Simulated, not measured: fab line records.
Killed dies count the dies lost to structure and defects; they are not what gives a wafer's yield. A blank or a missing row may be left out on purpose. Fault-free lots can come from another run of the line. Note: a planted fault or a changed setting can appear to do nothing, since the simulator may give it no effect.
Chamber matching | flow nandHarc | aldHk-02 running NHARC_A_STAIRCASE_ALD_415: 4 sister chambers
The step deposits SiO2, target thk 30 nm, pulse time 6 s, ald cycles 300. 8 wafers are shown with their chamber, then 8 later ones without.

WAFERS PAIRED WITH THEIR CHAMBERS
wafer  | chamber | heaterPowerW (W) | precursorPulseHeightRel
L080.1 | 2       | 442              | 0.978
L093.2 | 1       | 390              | 1.051
L093.3 | 3       | 496              | 1.005
L093.4 | 0       | 444              | 1.004
L095.1 | 0       | 446              | 0.988
L095.3 | 3       | 487              | 0.978
L095.4 | 1       | 404              | 0.991
L095.2 | 2       | 459              | 1.045

WAFERS WITH NO CHAMBER GIVEN
wafer  | heaterPowerW (W) | precursorPulseHeightRel
L095.5 | 450              | 0.987
L095.6 | 406              | 0.998
L096.3 | 401              | 0.961
L096.4 | 492              | 0.968
L096.5 | 491              | 1.011
L096.1 | 453              | 1.013
L096.2 | 449              | 1.006
L096.6 | 454              | 0.982

EACH ONE'S CHAMBER
wafer  | from the rows above     | in truth
L095.5 | can't be placed: 0 or 2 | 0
L095.6 | 1                       | 1
L096.3 | 1                       | 1
L096.4 | 3                       | 3
L096.5 | 3                       | 3
L096.1 | can't be placed: 2 or 0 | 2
L096.2 | can't be placed: 2 or 0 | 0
L096.6 | can't be placed: 2 or 0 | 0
Placed correctly: 4 of 8. From these rows, 4 cannot be placed; in 4 the true chamber is one of the candidates. Placed wrongly: 0.
How it was worked out, from the rows above alone: a wafer's distance from a chamber is the root of the sum, over the readings, of the square of ((its reading less the chamber's mean) divided by the reading's scatter). If the next closest chamber is less than 2 further off than the closest, the wafer can't be placed; otherwise it belongs to the closest. For every chamber, the mean is computed from those of its wafers that are shown. The scatter is the square root of a quotient: the sum, over the shown wafers, of each reading's squared deviation from its chamber's mean, divided by wafers minus chambers.
